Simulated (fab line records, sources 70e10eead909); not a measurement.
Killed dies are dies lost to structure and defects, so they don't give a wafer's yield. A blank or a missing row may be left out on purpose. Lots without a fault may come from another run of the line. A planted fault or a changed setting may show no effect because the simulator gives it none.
Chamber matching | flow nand_harc | NHARC_P_ZERO_WELL_DESCUM_39 on rie_diel-11: 4 sister chambers
The step chemistry O2, time 3 s. 16 wafers are shown with their chamber, then 8 later ones without.

WAFERS WITH THEIR CHAMBER
wafer  | chamber | drypump_motor_current_A (A) | showerhead_plenum_p_Torr (Torr) | oes_product_au (a.u.)
L078.2 | 2       | 6.4                         | 1.86                            | 1.008
L078.3 | 0       | 5.4                         | 1.95                            | 0.990
L078.5 | 3       | 5.9                         | 1.89                            | 0.994
L084.2 | 0       | 5.5                         | 1.95                            | 0.994
L084.5 | 2       | 6.4                         | 1.86                            | 1.012
L084.6 | 1       | 5.8                         | 1.90                            | 0.999
L085.1 | 0       | 5.5                         | 1.95                            | 0.996
L085.3 | 2       | 6.4                         | 1.85                            | 1.006
L085.6 | 1       | 5.8                         | 1.90                            | 0.994
L087.4 | 2       | 6.4                         | 1.85                            | 1.005
L087.5 | 0       | 5.5                         | 1.95                            | 0.988
L087.6 | 1       | 5.8                         | 1.90                            | 0.997
L090.1 | 1       | 5.8                         | 1.90                            | 0.997
L090.4 | 3       | 5.9                         | 1.88                            | 0.980
L090.5 | 0       | 5.5                         | 1.94                            | 0.989
L091.2 | 1       | 5.8                         | 1.90                            | 1.000

SIGNATURES (means of the wafers above)
reading                  | chamber 0 | chamber 1 | chamber 2 | chamber 3 | scatter within a chamber
drypump_motor_current_A  | 5.480     | 5.800     | 6.400     | 5.900     | 0.0258
showerhead_plenum_p_Torr | 1.9480    | 1.9000    | 1.8550    | 1.8850    | 0.00438
oes_product_au           | 0.99140   | 0.99740   | 1.00775   | 0.98700   | 0.00403
Rule: a wafer's distance from a chamber is the root of the sum, over the readings, of the square of ((its reading less the chamber's mean) divided by the reading's scatter). The wafer belongs to the nearest chamber; if the next one is less than 2 further off, it can't be placed. The scatter: the root of (the sum of the squares of (reading less its chamber's mean) over the shown wafers, divided by (wafers less chambers)).

WAFERS WITHOUT THEIR CHAMBER
wafer  | drypump_motor_current_A (A) | showerhead_plenum_p_Torr (Torr) | oes_product_au (a.u.)
L091.4 | 5.9                         | 1.88                            | 0.992
L091.5 | 5.8                         | 1.90                            | 0.998
L094.1 | 5.5                         | 1.94                            | 0.995
L094.2 | 5.9                         | 1.89                            | 0.989
L094.5 | 5.9                         | 1.88                            | 0.994
L095.1 | 5.8                         | 1.89                            | 0.992
L095.2 | 5.9                         | 1.88                            | 1.000
L095.5 | 5.8                         | 1.89                            | 0.995

WHICH CHAMBER EACH WENT THROUGH
wafer  | from the rows above     | in truth
L091.4 | 3                       | 3
L091.5 | 1                       | 1
L094.1 | 0                       | 0
L094.2 | 3                       | 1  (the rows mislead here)
L094.5 | 3                       | 3
L095.1 | can't be placed: 1 or 3 | 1
L095.2 | 3                       | 3
L095.5 | 1                       | 1
Placed correctly: 6 of 8. Can't be placed from these rows: 1 (the true chamber is among the candidates in 1). Placed wrongly: 1.
